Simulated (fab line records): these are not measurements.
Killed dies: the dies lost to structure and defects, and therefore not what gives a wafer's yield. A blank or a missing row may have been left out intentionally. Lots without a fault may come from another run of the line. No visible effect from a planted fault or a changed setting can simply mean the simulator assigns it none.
Struck lot and sound lot, side by side + flow nand harc + 15 out of 1302 route steps
Sound: the wafers L571.2, L571.4, L571.5. Wafers struck: L576.1, L576.2, L576.3. At the end, the cause is stated.
Per side, at each step with rows, come the tool, then ch with its chambers, and then its first start. Under that, the readings that differ: sound wafers + struck wafers + difference of the means + sigmas: that difference in standard deviations of wafers without a fault.
alike: same words and numbers on both sides, and readings whose means sit less than 2 such deviations apart. not compared: any withheld reading, any reading some wafer has no value for, any bound like >300 that may hide the same value, and any number with overlapping values for which the record gives no deviation.
A row with sigmas, a row that says differs or no value, or rows on one side alone: a step with any of these is where the two part. Numbers that have no deviation but don't overlap get no sigmas and don't part them. A reading missing from all wafers of one side parts the sides only when that side holds two or more wafers.

first, 1 step without rows for these wafers: NHARC_A_ONON_D1_DEP_12 (target thk 1000 nm).
NHARC_A_ONON_D1_THK_MEAS_14: measures by ellipsometry.
  struck on film metro-01, day 13 22:34; sound on film metro-02, day 11 21:27
| reading     | sound          | struck      | difference | sigmas |
|-------------|----------------|-------------|------------|--------|
| thk nm (nm) | 1028 1028 1028 | 997 997 999 | -30        | -3     |
then, 2 steps without rows for these wafers: NHARC_A_ONON_D1_ANNEAL_15 (time 3600 s); NHARC_A_ONON_D1_DEP_16 (target thk 1000 nm).
NHARC_A_ONON_D1_THK_MEAS_18: measures by ellipsometry.
  struck on film metro-02, day 14 06:23; sound on film metro-02, day 12 05:12
  alike: thk nm
following that, 1 step holds no rows for these wafers, namely NHARC_A_ONON_D1_DEP_19 (target thickness 1000 nm).
NHARC_A_ONON_D1_THK_MEAS_21: measures by ellipsometry.
  struck on film metro-02, day 14 06:56; sound on film metro-01, day 12 05:46
  alike: thk nm
following that, 1 step holds no rows for these wafers, namely NHARC_A_ONON_D1_DEP_22 (target thickness 1000 nm).
NHARC_A_ONON_D1_THK_MEAS_24: measures by ellipsometry.
  struck on film metro-01, day 14 07:31; sound on film metro-01, day 12 06:20
| reading     | sound       | struck         | difference | sigmas |
|-------------|-------------|----------------|------------|--------|
| thk nm (nm) | 997 996 998 | 1014 1017 1014 | +18        | +2     |
following that, 1 step holds no rows for these wafers, namely NHARC_A_ONON_D1_DEP_25 (target thickness 1000 nm).
NHARC_A_ONON_D1_THK_MEAS_27: measures by ellipsometry.
  struck on film metro-02, day 14 08:04; sound on film metro-02, day 12 06:54
  alike: thk nm
NHARC_A_ONON_D1_DEP_28: target thk 1000 nm.
  sound on pecvd onon-02 ch 0, day 12 07:01; struck on pecvd onon-02 ch 0, day 14 08:08
  alike: susceptor temp C
NHARC_A_ONON_D1_THK_MEAS_30: measures by ellipsometry.
  struck on film metro-02, day 14 08:38; sound on film metro-01, day 12 07:28
| reading     | sound          | struck         | difference | sigmas |
|-------------|----------------|----------------|------------|--------|
| thk nm (nm) | 1023 1021 1023 | 1781 1784 1781 | +760       | +63    |
NHARC_A_ONON_D1_DEP_33: deposits SiO2, target thk 200 nm.
  sound on pecvd-02 ch 0,1, day 12 07:32; struck on pecvd-02 ch 0,1,2, day 14 08:41
  alike: flow sccm, heater power w, susceptor temp C, throttle valve pct
-- jump in the record: it breaks off in module A_ONON_D1 and resumes in module END (first step shown: number 1302 of the route), and 16 days separate the struck wafers' starts before and after --
NHARC_END_SORT_01:
  the record has rows for the struck wafers here (prober-02 ch 0, day 30 07:48) and none for the sound ones

WHERE THEY PART
Last at NHARC_END_SORT_01 as far as this record goes, first at NHARC_A_ONON_D1_THK_MEAS_14.

WHY: what had been put in by the simulator
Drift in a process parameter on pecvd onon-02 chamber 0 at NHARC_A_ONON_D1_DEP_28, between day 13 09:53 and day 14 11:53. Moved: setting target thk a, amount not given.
